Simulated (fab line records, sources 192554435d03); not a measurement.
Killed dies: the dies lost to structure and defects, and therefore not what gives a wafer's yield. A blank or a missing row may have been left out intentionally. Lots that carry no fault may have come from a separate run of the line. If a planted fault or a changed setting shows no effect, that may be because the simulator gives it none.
Split-lot study + flow n5_finfet + on a route of 1938 steps: 7 lots, 21 wafers read

ON THE SPLIT
At N5_DUMMY_GATE_COAT_34 (time 60 s, resist thk 60 nm), the setting spin_rpm was moved away from the recipe's 1500 rpm on 9 of the 21 wafers read, by -6.9% to +5.7%. All remaining wafers had this setting at the recipe value.

FROM THE SPLIT TO THE READING: what the file shows between them, 9 steps
- N5_DUMMY_GATE_COAT_28: time 60 s, resist thk 10 nm (also split here: temp_c)
- N5_DUMMY_GATE_COAT_09: resist thk 30 nm
- N5_DUMMY_GATE_EBR_11
- N5_DUMMY_GATE_ETCH_29: etches underlayer in N2/H2, target depth 13 nm
- N5_DUMMY_GATE_ETCH_36: etches SiARC in CF4, target depth 13 nm
- N5_DUMMY_GATE_ETCH_37: etches SOC in N2/H2, target depth 60 nm, overetch 30 nm
- N5_DUMMY_GATE_STRIP_38: strips in N2/H2
- N5_DUMMY_GATE_STRIP_39: strips in N2/H2
- N5_DUMMY_GATE_STRIP_40: strips in CF4

THE READING
SOC_of_DUMMY_GATE_COAT_34.thk_nm (the simulator's own value, which no gauge read), in nm, at N5_DUMMY_GATE_ETCH_31 (etches SiO2 in C4F6/O2, target depth 82.5 nm, time 27.5 s). There is no usual value for it anywhere in the file. Here, 12 wafers ran the recipe; their average is 52.0 nm with a standard deviation of 0.21 nm.

| wafer  | tool, chamber at the split | spin_rpm as run, rpm | against the recipe | SOC_of_DUMMY_GATE_COAT_34.thk_nm, nm | against lot-mates on the recipe |
|--------|----------------------------|----------------------|--------------------|--------------------------------------|---------------------------------|
| L074.2 | litho_track-04, 0          | 1585                 | +5.7%              | 50                                   | -1.9                            |
| L074.4 | litho_track-04, 0          | 1500                 | recipe             | 52.2                                 | -                               |
| L074.6 | litho_track-04, 0          | 1500                 | recipe             | 51.6                                 | -                               |
| L084.3 | litho_track-04, 0          | 1500                 | recipe             | 51.8                                 | -                               |
| L084.4 | litho_track-04, 0          | 1543                 | +2.9%              | 51.4                                 | -0.4                            |
| L084.5 | litho_track-04, 0          | 1543                 | +2.9%              | 51.6                                 | -0.2                            |
| L085.1 | litho_track-05, 0          | 1500                 | recipe             | 52                                   | -                               |
| L085.4 | litho_track-05, 0          | 1500                 | recipe             | 52                                   | -                               |
| L085.3 | litho_track-05, 0          | 1500                 | recipe             | 52.2                                 | -                               |
| L086.2 | litho_track-03, 0          | 1441                 | -3.9%              | 53                                   | +1.0                            |
| L086.5 | litho_track-03, 0          | 1441                 | -3.9%              | 53.4                                 | +1.4                            |
| L086.6 | litho_track-03, 0          | 1500                 | recipe             | 52                                   | -                               |
| L089.2 | litho_track-03, 0          | 1397                 | -6.9%              | 54.4                                 | +2.2                            |
| L089.5 | litho_track-03, 0          | 1397                 | -6.9%              | 54.2                                 | +2.0                            |
| L089.6 | litho_track-03, 0          | 1500                 | recipe             | 52.2                                 | -                               |
| L090.1 | litho_track-05, 0          | 1559                 | +3.9%              | 50.8                                 | -1.4                            |
| L090.2 | litho_track-05, 0          | 1559                 | +3.9%              | 50.6                                 | -1.6                            |
| L090.6 | litho_track-05, 0          | 1500                 | recipe             | 52.2                                 | -                               |
| L093.1 | litho_track-03, 0          | 1500                 | recipe             | 52                                   | -                               |
| L093.2 | litho_track-03, 0          | 1500                 | recipe             | 51.8                                 | -                               |
| L093.5 | litho_track-03, 0          | 1500                 | recipe             | 51.6                                 | -                               |

FIT RESULTS
A straight line over all 21 wafers: SOC_of_DUMMY_GATE_COAT_34.thk_nm changes by -0.32 nm for each +1% of spin_rpm; r = -0.97; the points scatter about the line by 0.24 nm.
The same after taking each lot's own level away (the mean of its wafers on the recipe; 21 wafers): -0.305 nm for each +1%; r = -0.97; scatter 0.26 nm.
That fit puts the effect of the largest move of spin_rpm on the reading at 2.1 nm.
Across the lots, their own levels run from 51.80 to 52.20 nm, a range of 1.9 times the standard deviation given above.
So the lot-to-lot level changes the slope little: the two slopes agree.
Check: +2.08 nm against its lot-mates is what the line predicts for one of the wafers moved furthest among these (-6.9%) when that wafer is left out of the fit. It came out at +2.2 nm against them.

OTHER SPLITS APPLIED TO THESE WAFERS
Other splits were also applied to these wafers ahead of the reading. Each is held against what the fit with the lots' levels taken away leaves over:
| other split on the same wafers | wafers away from the commonest value | r with SOC_of_DUMMY_GATE_COAT_34.thk_nm (lot level and that fit taken away) |
|--------------------------------|--------------------------------------|-----------------------------------------------------------------------------|
| N5_WELL_APT_EXPOSE_05 dose_mj  | 8                                    | -0.27                                                                       |
| N5_WELL_APT_PEB_06 peb_time_s  | 8                                    | +0.01                                                                       |
| N5_WELL_APT_COAT_19 spin_rpm   | 3                                    | -0.09                                                                       |
| N5_FIN_SAQP_ETCH_65 time_s     | 9                                    | -0.12                                                                       |
| N5_DUMMY_GATE_COAT_28 temp_c   | 8                                    | +0.18                                                                       |

THE WHOLE CHAIN: every reading that the file lists as answering this split, in the file's order
| step                  | what it does                                              | reading                                                                           | change (the file's fit)               | r (the file's) |
|-----------------------|-----------------------------------------------------------|-----------------------------------------------------------------------------------|---------------------------------------|----------------|
| N5_DUMMY_GATE_COAT_34 | time 60 s, resist thk 60 nm                               | SOC_of_DUMMY_GATE_COAT_34.thk_nm (the simulator's own value, which no gauge read) | -0.326 nm for each +1% of the setting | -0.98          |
| N5_DUMMY_GATE_ETCH_37 | etches SOC in N2/H2, target depth 60 nm, overetch 30 nm   | etch.depth_nm (the simulator's own value, which no gauge read)                    | -0.319 nm for each +1% of the setting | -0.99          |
| N5_DUMMY_GATE_ETCH_31 | etches SiO2 in C4F6/O2, target depth 82.5 nm, time 27.5 s | SOC_of_DUMMY_GATE_COAT_34.thk_nm (the simulator's own value, which no gauge read) | -0.31 nm for each +1% of the setting  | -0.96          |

THE FILE'S OWN FIT
SOC_of_DUMMY_GATE_COAT_34.thk_nm changes by -0.31 nm for each +1% of spin_rpm, r = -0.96.
